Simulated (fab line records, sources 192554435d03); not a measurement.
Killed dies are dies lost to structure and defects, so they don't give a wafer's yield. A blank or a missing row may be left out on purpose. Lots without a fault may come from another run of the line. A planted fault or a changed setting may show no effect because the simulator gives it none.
Which tool did it? | flow n5_finfet | 24 lots, 72 wafers sampled, at 4 steps of a route of 1938

WHAT THE GAUGES READ, wafer by wafer
N5_SDB_INSPECT_13: inspects for defects (brightfield). Usual: raw_defect_count 76, standard deviation 32.
lot  | measured    | on                | raw_defect_count | flag
L074 | day 3 22:04 | defect_inspect-01 | 88 43 69         |
L075 | day 4 04:54 | defect_inspect-02 | 91 111 138       |
L077 | day 4 18:35 | defect_inspect-02 | 47 64 46         |
L076 | day 4 13:46 | defect_inspect-02 | 97 69 66         |
L078 | day 4 22:29 | defect_inspect-02 | 96 82 55         |
L079 | day 5 01:20 | defect_inspect-02 | 74 115 91        |
L080 | day 5 05:02 | defect_inspect-01 | 75 68 54         |
L081 | day 5 10:14 | defect_inspect-01 | 86 69 55         |
L082 | day 5 16:22 | defect_inspect-01 | 65 79 49         |
L083 | day 6 01:03 | defect_inspect-01 | 165 132 152      |
L084 | day 6 08:06 | defect_inspect-02 | 115 60 92        |
L085 | day 6 18:46 | defect_inspect-02 | 41 33 33         |
L086 | day 6 21:39 | defect_inspect-02 | 62 56 56         |
L087 | day 7 01:28 | defect_inspect-02 | 83 167 104       |
L088 | day 7 07:58 | defect_inspect-01 | 207 66 100       |
L089 | day 7 12:45 | defect_inspect-02 | 63 60 61         |
L090 | day 7 15:44 | defect_inspect-02 | 74 28 79         |
L091 | day 7 22:04 | defect_inspect-02 | 103 41 75        |
L092 | day 8 06:29 | defect_inspect-02 | 90 114 83        |
L093 | day 8 12:36 | defect_inspect-02 | 37 64 37         |
L094 | day 8 19:12 | defect_inspect-01 | 99 70 79         |
L095 | day 9 01:50 | defect_inspect-01 | 63 55 39         |
L096 | day 9 06:26 | defect_inspect-02 | 110 86 65        |
L097 | day 9 12:36 | defect_inspect-01 | 92 53 80         |

WHICH TOOL RAN EACH LOT (tool, then ch and the chambers of the sampled wafers, then the start)
lot  | N5_DUMMY_GATE_CMP_04         | N5_ILD0_CMP_07               | N5_ILD0_CMP_12
L074 | cmp-03 ch 0,1,2, day 2 21:38 | cmp-01 ch 1,2, day 3 18:01   | cmp-03 ch 0,1, day 3 21:14
L075 | cmp-02 ch 1,2, day 2 22:32   | cmp-03 ch 2,3, day 4 00:49   | cmp-04 ch 0,1,3, day 4 04:09
L077 | cmp-01 ch 1,2,3, day 3 13:48 | cmp-03 ch 0,2,3, day 4 14:21 | cmp-03 ch 1,3, day 4 17:51
L076 | cmp-03 ch 0,1,3, day 3 13:50 | cmp-01 ch 0,2,3, day 4 08:43 | cmp-01 ch 0,1, day 4 12:55
L078 | cmp-01 ch 0,1,3, day 3 18:57 | cmp-03 ch 0,1,3, day 4 18:09 | cmp-04 ch 2,3, day 4 21:38
L079 | cmp-02 ch 0,1,3, day 4 00:31 | cmp-03 ch 0,1,3, day 4 21:15 | cmp-03 ch 0,1,2, day 5 00:35
L080 | cmp-02 ch 1,2,3, day 4 05:31 | cmp-01 ch 0,1,2, day 5 01:00 | cmp-04 ch 1,2, day 5 04:08
L081 | cmp-02 ch 0,1, day 4 10:34   | cmp-01 ch 0,1,2, day 5 06:13 | cmp-03 ch 0,2,3, day 5 09:21
L082 | cmp-03 ch 0,1,3, day 4 16:11 | cmp-04 ch 0,1,3, day 5 12:18 | cmp-04 ch 0,3, day 5 15:32
L083 | cmp-03 ch 2,3, day 5 01:20   | cmp-03 ch 0,1, day 5 20:49   | cmp-03 ch 0,3, day 6 00:11
L084 | cmp-03 ch 1,3, day 5 07:43   | cmp-01 ch 1,2,3, day 6 03:32 | cmp-04 ch 1,3, day 6 07:15
L085 | cmp-01 ch 0,2,3, day 5 16:28 | cmp-03 ch 0,1,2, day 6 14:44 | cmp-03 ch 0,2,3, day 6 17:59
L086 | cmp-01 ch 0,1,3, day 5 21:13 | cmp-04 ch 1,2,3, day 6 17:23 | cmp-04 ch 0,1,2, day 6 20:38
L087 | cmp-02 ch 0,2,3, day 6 00:19 | cmp-04 ch 0,1,3, day 6 21:22 | cmp-01 ch 0,2,3, day 7 00:35
L088 | cmp-03 ch 0,1,2, day 6 05:52 | cmp-01 ch 1,3, day 7 03:47   | cmp-01 ch 0,3, day 7 07:05
L089 | cmp-03 ch 0,2,3, day 6 12:37 | cmp-03 ch 1,2,3, day 7 08:40 | cmp-04 ch 1,3, day 7 11:53
L090 | cmp-02 ch 2,3, day 6 16:13   | cmp-01 ch 0,1, day 7 11:41   | cmp-04 ch 0,2,3, day 7 14:56
L091 | cmp-01 ch 0,2,3, day 6 22:37 | cmp-03 ch 0,1,2, day 7 17:58 | cmp-01 ch 0,1,3, day 7 21:13
L092 | cmp-03 ch 1,2,3, day 7 05:18 | cmp-03 ch 0,1, day 8 02:04   | cmp-01 ch 1,2,3, day 8 05:49
L093 | cmp-02 ch 0,3, day 7 11:45   | cmp-01 ch 2,3, day 8 08:29   | cmp-01 ch 0,1, day 8 11:44
L094 | cmp-03 ch 0,1,2, day 7 18:49 | cmp-04 ch 1,2, day 8 15:07   | cmp-04 ch 0,1,2, day 8 18:20
L095 | cmp-01 ch 0,1,3, day 8 01:38 | cmp-01 ch 1,2,3, day 8 21:49 | cmp-03 ch 0,1,3, day 9 01:06
L096 | cmp-03 ch 1,2,3, day 8 04:40 | cmp-04 ch 1,2, day 9 02:22   | cmp-01 ch 0,3, day 9 05:37
L097 | cmp-02 ch 0,1, day 8 11:49   | cmp-03 ch 0,1, day 9 08:40   | cmp-01 ch 0,2, day 9 11:53
- N5_DUMMY_GATE_CMP_04: polishes a-Si.
- N5_ILD0_CMP_07: polishes SiO2 flowable, stops on poly-Si, t overpolish 1.18 s, target thk 138.88 nm.
- N5_ILD0_CMP_12: polishes SiNx, stops on poly-Si, t overpolish 6 s, target thk 17.67 nm.

WHAT THE TOOLS THEMSELVES READ (means of the sampled wafers that have a number; where no wafer has one, the mark that the record gives instead)
N5_DUMMY_GATE_CMP_04. Usual: motor_current_A 9.8 A, standard deviation 0.89; time_to_endpoint_s 13 s, standard deviation 3.5.
lot  | tool   | motor_current_A (A) | time_to_endpoint_s (s) | flag
L074 | cmp-03 | 10.4                | 10                     |
L075 | cmp-02 | 8.8                 | 17                     |
L077 | cmp-01 | 9.7                 | 16                     |
L076 | cmp-03 | 10.0                | 8                      |
L078 | cmp-01 | 9.8                 | 16                     |
L079 | cmp-02 | 9.5                 | 12                     |
L080 | cmp-02 | 9.0                 | 15                     |
L081 | cmp-02 | 9.7                 | 11                     |
L082 | cmp-03 | 10.5                | 11                     |
L083 | cmp-03 | 9.5                 | 15                     |
L084 | cmp-03 | 10.7                | 14                     |
L085 | cmp-01 | 10.3                | 12                     |
L086 | cmp-01 | 10.2                | 11                     |
L087 | cmp-02 | 9.2                 | 16                     |
L088 | cmp-03 | 10.6                | 11                     |
L089 | cmp-03 | 9.6                 | 10                     |
L090 | cmp-02 | 8.6                 | 13                     |
L091 | cmp-01 | 10.3                | 14                     |
L092 | cmp-03 | 10.2                | 13                     |
L093 | cmp-02 | 9.8                 | 15                     |
L094 | cmp-03 | 10.4                | 9                      |
L095 | cmp-01 | 9.9                 | 12                     |
L096 | cmp-03 | 10.4                | 10                     |
L097 | cmp-02 | 9.3                 | 15                     |

N5_ILD0_CMP_07. Usual: motor_current_A 12.5 A, standard deviation 0.96; platen_rpm 51.80 rpm, standard deviation 0.037.
lot  | tool   | motor_current_A (A) | platen_rpm (rpm) | flag
L074 | cmp-01 | 12.2                | 51.80            |
L075 | cmp-03 | 12.0                | 51.77            |
L077 | cmp-03 | 12.2                | 51.82            |
L076 | cmp-01 | 13.0                | 51.77            |
L078 | cmp-03 | 12.4                | 51.77            |
L079 | cmp-03 | 12.1                | 51.78            |
L080 | cmp-01 | 12.5                | 51.77            |
L081 | cmp-01 | 13.0                | 51.79            |
L082 | cmp-04 | 13.3                | 51.82            |
L083 | cmp-03 | 13.2                | 51.81            |
L084 | cmp-01 | 12.5                | 51.76            |
L085 | cmp-03 | 12.9                | 51.77            |
L086 | cmp-04 | 12.7                | 51.82            |
L087 | cmp-04 | 13.1                | 51.85            |
L088 | cmp-01 | 11.6                | 51.80            |
L089 | cmp-03 | 12.5                | 51.82            |
L090 | cmp-01 | 12.9                | 51.79            |
L091 | cmp-03 | 12.6                | 51.81            |
L092 | cmp-03 | 12.9                | 51.84            |
L093 | cmp-01 | 12.7                | 51.79            |
L094 | cmp-04 | 13.1                | 51.81            |
L095 | cmp-01 | 12.1                | 51.80            |
L096 | cmp-04 | 12.6                | 51.81            |
L097 | cmp-03 | 12.7                | 51.78            |

N5_ILD0_CMP_12. Usual: motor_current_A 9.2 A, standard deviation 0.75; overpolish_run_s 6.000 s, standard deviation 0.0094; platen_rpm 51.80 rpm, standard deviation 0.039; time_to_endpoint_s 28 s, standard deviation 3.5.
lot  | tool   | motor_current_A (A) | overpolish_run_s (s) | platen_rpm (rpm) | time_to_endpoint_s (s) | flag
L074 | cmp-03 | 9.6                 | 6.008                | 51.81            | 26                     |
L075 | cmp-04 | 9.4                 | 5.990                | 51.79            | 27                     |
L077 | cmp-03 | 9.7                 | 5.993                | 51.78            | 29                     |
L076 | cmp-01 | 9.3                 | 6.013                | 51.80            | 32                     |
L078 | cmp-04 | 8.8                 | 5.995                | 51.82            | 27                     |
L079 | cmp-03 | 9.5                 | 5.999                | 51.78            | 24                     |
L080 | cmp-04 | 9.5                 | 6.007                | 51.77            | 27                     |
L081 | cmp-03 | 8.6                 | 6.002                | 51.80            | 23                     |
L082 | cmp-04 | 8.7                 | 6.002                | 51.76            | 24                     |
L083 | cmp-03 | 8.7                 | 6.009                | 51.84            | 26                     |
L084 | cmp-04 | 9.7                 | 6.010                | 51.82            | 28                     |
L085 | cmp-03 | 8.8                 | 5.998                | 51.77            | 27                     |
L086 | cmp-04 | 9.4                 | 6.007                | 51.84            | 30                     |
L087 | cmp-01 | 9.1                 | 6.001                | 51.78            | 32                     |
L088 | cmp-01 | 9.4                 | 5.999                | 51.78            | 28                     |
L089 | cmp-04 | 9.8                 | 6.003                | 51.76            | 29                     |
L090 | cmp-04 | 9.1                 | 6.001                | 51.81            | 27                     |
L091 | cmp-01 | 9.1                 | 5.997                | 51.80            | 30                     |
L092 | cmp-01 | 8.8                 | 6.001                | 51.83            | 30                     |
L093 | cmp-01 | 8.9                 | 6.004                | 51.82            | 29                     |
L094 | cmp-04 | 9.8                 | 5.994                | 51.78            | 30                     |
L095 | cmp-03 | 9.2                 | 5.998                | 51.79            | 26                     |
L096 | cmp-01 | 9.3                 | 5.999                | 51.83            | 27                     |
L097 | cmp-01 | 9.6                 | 5.990                | 51.78            | 31                     |

THE ANSWER, worked out from the rows above alone
Rule: a lot is off if the mean of its wafers that have a number lies more than 3 standard deviations from the usual mean. A lot without any number at a reading at which 4 lots or more have one is off too. The other lots that the step has rows for count as sound. The gauges are gone through in route order, then the tools' own readings, and for those a lot's mean is taken as printed above. The first step at which some lot is off is used, and at that step the reading that is off furthest; a lot without a number counts as furthest.
No lot is off at any reading shown: from this, nothing can be told.

WHAT THE SIMULATOR HAD PUT IN
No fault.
